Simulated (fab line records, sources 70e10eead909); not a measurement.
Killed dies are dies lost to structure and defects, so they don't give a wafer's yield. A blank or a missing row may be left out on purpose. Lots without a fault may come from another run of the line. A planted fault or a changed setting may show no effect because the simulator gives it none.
A struck lot beside a sound one | flow nand_harc | 14 steps out of a route of 1302
Sound: wafers L203.2, L203.3, L203.6. Struck: wafer L209.5. (L209.3, L209.4 of the same lot were not struck and are left out.) The cause comes at the end.
At each step with rows: each side's tool, then ch and its chambers, then its first start. Under that, the readings that differ: sound wafers | struck wafers | difference of the means | sigmas: that difference in standard deviations of wafers without a fault.
alike: readings whose means differ by less than 2 such deviations, and words and numbers that are the same on both sides. not compared: withheld readings, readings that some wafer has no value for, bounds like >300 that may hide the same value, and numbers for which the record gives no deviation and whose values overlap.
The two part at a step that has a row with sigmas, a row that says differs or no value, or rows on one side only. Numbers that don't overlap but have no deviation are shown without sigmas and don't part them. A reading that every wafer of one side lacks parts them only if that side has two wafers or more.

NHARC_A_SLIT_ETCH_26: etches the open film in C4F8/O2/Ar, time 90 s, target depth 400 nm.
  sound on har_etch-02 ch 0,1, day 20 22:07; struck on har_etch-01 ch 0, day 24 03:41
  alike: bias_v, drypump_motor_current_A, showerhead_plenum_p_Torr, throttle_valve_pct
  not compared: rf_hours_counter_h
then, 1 step without rows for these wafers: NHARC_A_SLIT_STRIP_28 (strips in O2/COS).
NHARC_A_SLIT_ETCH_29: etches the open film in CF4/O2, target depth 100 nm, overetch 10 nm, time 55 s.
  sound on rie_diel-10 ch 0,3, day 20 22:58; struck on rie_diel-01 ch 1, day 24 04:31
  reading                         | sound             | struck | difference | sigmas
  rf_vpp_V (V)                    | 199.0 195.0 196.4 | 199.7  | +2.9       | +2
  showerhead_plenum_p_Torr (Torr) | 1.37 1.25 1.25    | 1.42   | +0.13      | +2
  alike: drypump_motor_current_A, oes_ar_750_au, oes_product_au, throttle_valve_pct
  not compared: rf_hours_counter_h
NHARC_A_SLIT_STRIP_18: strips in O2.
  sound on rie_diel-10 ch 1,2,3; struck on rie_diel-01 ch 3
  reading                | sound                | struck | difference | sigmas
  throttle_valve_pct (%) | 17.035 17.038 17.034 | 17.055 | +0.019     | +2
  alike: drypump_motor_current_A, oes_product_au, rf_vpp_V, showerhead_plenum_p_Torr
  not compared: rf_hours_counter_h
then, 2 steps without rows for these wafers: NHARC_A_SLIT_PRECLEAN_19 (cleans in SC1); NHARC_A_SLIT_SRD_20.
NHARC_A_SLIT_CD_MEAS_21:
  sound on cd_sem-02, day 20 23:30; struck on cd_sem-03, day 24 05:02
  alike: cd_nm
then, 3 steps without rows for these wafers: NHARC_A_SIN_REMOVE_WET_00 (chemistry H3PO4, time 15300 s); NHARC_A_SIN_REMOVE_PRECLEAN_01 (cleans in SC1); NHARC_A_SIN_REMOVE_SRD_02.
NHARC_A_SIN_REMOVE_INSPECT_04:
  sound on defect_inspect-02, day 21 06:43; struck on defect_inspect-02, day 24 11:42
  alike: raw_defect_count
NHARC_A_WL_FILL_ALD_00: deposits Al2O3, target thk 3 nm, pulse time 3 s, ald cycles 30.
  sound on ald_hk-02 ch 0,1, day 21 06:48; struck on ald_hk-02 ch 1, day 24 11:46
  reading    | sound    | struck | difference | sigmas
  ald_cycles | 30 30 30 | 27     | -3         |
  alike: heater_power_outer_w, heater_power_w, precursor_pulse_height_rel
NHARC_A_WL_FILL_RTA_01: time 5 s.
  sound on rtp_anneal-01 ch 0, day 21 07:17; struck on rtp_anneal-01 ch 0, day 24 12:06
  alike: lamp_power_pct, lamp_zone_4_pct, wafer_temp_C_max
-- the record jumps here: 4 days lie between the struck wafers' starts before and after (it left off in module A_WL_FILL and takes up again in module END, whose first step shown is number 1302 of the route) --
NHARC_END_SORT_01:
  the record has rows for the struck wafers here (prober-02 ch 0, day 28 14:17) and none for the sound ones

WHERE THEY PART
First at NHARC_A_SLIT_ETCH_29; last, within this record, at NHARC_END_SORT_01.

WHY: what the simulator had put in
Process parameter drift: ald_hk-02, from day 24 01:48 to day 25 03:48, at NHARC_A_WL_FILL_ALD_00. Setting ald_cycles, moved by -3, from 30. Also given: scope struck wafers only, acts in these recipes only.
